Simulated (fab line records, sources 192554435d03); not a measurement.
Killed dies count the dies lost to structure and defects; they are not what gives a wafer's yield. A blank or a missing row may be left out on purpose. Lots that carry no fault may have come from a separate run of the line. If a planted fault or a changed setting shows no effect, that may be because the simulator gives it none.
Chamber matching + flow n5_finfet + cvd_co-01 running N5_BEOL_M1_CO_CAP_55: 3 sister chambers
The step material Co, precursor CCTBA/H2, target thk 2 nm, time 102.1 s. 3 wafers are shown with their chamber, then 10 later ones without.

== WAFERS PAIRED WITH THEIR CHAMBERS ==
| wafer  | chamber | heater_power_w (W) |
|--------|---------|--------------------|
| L085.4 | 0       | 250                |
| L086.4 | 1       | 247                |
| L086.5 | 2       | 202                |

== WAFERS WHOSE CHAMBER IS MISSING ==
| wafer  | heater_power_w (W) |
|--------|--------------------|
| L086.6 | 251                |
| L090.2 | 255                |
| L090.3 | 203                |
| L090.5 | 251                |
| L091.1 | 251                |
| L091.3 | 249                |
| L091.6 | 252                |
| L096.1 | 200                |
| L096.2 | 248                |
| L096.6 | 245                |

== EACH ONE'S CHAMBER ==
| wafer  | from the rows above     | in truth |
|--------|-------------------------|----------|
| L086.6 | can't be placed: 0 or 1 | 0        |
| L090.2 | can't be placed: 0 or 1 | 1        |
| L090.3 | 2                       | 2        |
| L090.5 | can't be placed: 0 or 1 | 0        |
| L091.1 | can't be placed: 0 or 1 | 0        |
| L091.3 | can't be placed: 0 or 1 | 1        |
| L091.6 | can't be placed: 0 or 1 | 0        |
| L096.1 | 2                       | 2        |
| L096.2 | can't be placed: 1 or 0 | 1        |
| L096.6 | can't be placed: 1 or 0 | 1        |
Placed correctly: 2 of 10. From these rows, 8 cannot be placed; in 8 the true chamber is one of the candidates. Wrongly placed: 0.
How it was worked out, from the rows above alone: a wafer's distance from a chamber is the root of the sum, over the readings, of the square of ((its reading less the chamber's mean) divided by the reading's scatter). If the next closest chamber is less than 2 further off than the closest, the wafer can't be placed; otherwise it belongs to the closest. For every chamber, the mean is computed from those of its wafers that are shown. The scatter (one wafer shown for each chamber): square how far every hidden wafer sits from the nearest shown wafer, average those squares and take the square root.
